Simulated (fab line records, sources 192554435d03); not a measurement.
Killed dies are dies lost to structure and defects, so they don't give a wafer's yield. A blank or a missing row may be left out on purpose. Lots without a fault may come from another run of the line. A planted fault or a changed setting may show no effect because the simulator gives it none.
Which tool did it? | flow n5_finfet | 11 lots, 31 wafers sampled, at 2 steps of a route of 1938

WHAT THE GAUGES READ, wafer by wafer
N5_MIM_BOT_LITHO_OVL_MEAS_11. Usual: MIM_BOT_OVL -2 nm, standard deviation 5.3.
lot  | measured     | on         | MIM_BOT_OVL (nm) | flag
L288 | day 11 19:41 | overlay-01 | -13 -1 -3        |
L289 | day 12 19:02 | overlay-02 | -6 2 -4          |
L287 | day 12 13:52 | overlay-01 | -3 0 0           |
L290 | day 12 19:23 | overlay-02 | 4 6 6            |
L291 | day 13 01:01 | overlay-01 | 0 3 3            |
L293 | day 13 23:43 | overlay-02 | 3 0 10           |
L292 | day 14 02:12 | overlay-02 | 2                |
L300 | day 15 13:32 | overlay-01 | -4 -4 -2         |
L303 | day 15 22:56 | overlay-02 | -4 -7 -7         |
L305 | day 16 22:47 | overlay-02 | -11 -6 -13       |
L308 | day 18 02:55 | overlay-02 | -5 0 -6          |

WHICH TOOL RAN EACH LOT (tool, then ch and the chambers of the sampled wafers, then the start)
lot  | N5_BEOL_M11_HM_DEP_02
L288 | pvd_sputter-03, day 10 09:53
L289 | pvd_sputter-01, day 11 02:49
L287 | pvd_sputter-02, day 11 02:52
L290 | pvd_sputter-01, day 11 05:59
L291 | pvd_sputter-01, day 11 15:11
L293 | pvd_sputter-02, day 12 07:13
L292 | pvd_sputter-01, day 12 13:09
L300 | pvd_sputter-03, day 14 03:16
L303 | pvd_sputter-03, day 14 14:40
L305 | pvd_sputter-02, day 15 07:50
L308 | pvd_sputter-03, day 16 07:57
- N5_BEOL_M11_HM_DEP_02: deposits TiN, target thk 20 nm.

WHAT THE TOOLS THEMSELVES READ (means of the sampled wafers that have a number; where no wafer has one, the mark that the record gives instead)
N5_BEOL_M11_HM_DEP_02. Usual: throttle_valve_pct 29.3 %, standard deviation 1.1.
lot  | tool           | throttle_valve_pct (%) | flag
L288 | pvd_sputter-03 | 29.4                   |
L289 | pvd_sputter-01 | 28.6                   |
L287 | pvd_sputter-02 | 29.9                   |
L290 | pvd_sputter-01 | 28.3                   |
L291 | pvd_sputter-01 | 29.6                   |
L293 | pvd_sputter-02 | 30.5                   |
L292 | pvd_sputter-01 | 27.8                   |
L300 | pvd_sputter-03 | 29.6                   |
L303 | pvd_sputter-03 | 29.4                   |
L305 | pvd_sputter-02 | 30.3                   |
L308 | pvd_sputter-03 | 29.4                   |

THE ANSWER, worked out from the rows above alone
Rule: a lot is off if the mean of its wafers that have a number lies more than 3 standard deviations from the usual mean. A lot without any number at a reading at which 4 lots or more have one is off too. The other lots that the step has rows for count as sound. The gauges are gone through in route order, then the tools' own readings, and for those a lot's mean is taken as printed above. The first step at which some lot is off is used, and at that step the reading that is off furthest; a lot without a number counts as furthest.
No lot is off at any reading shown: from this, nothing can be told.

WHAT THE SIMULATOR HAD PUT IN
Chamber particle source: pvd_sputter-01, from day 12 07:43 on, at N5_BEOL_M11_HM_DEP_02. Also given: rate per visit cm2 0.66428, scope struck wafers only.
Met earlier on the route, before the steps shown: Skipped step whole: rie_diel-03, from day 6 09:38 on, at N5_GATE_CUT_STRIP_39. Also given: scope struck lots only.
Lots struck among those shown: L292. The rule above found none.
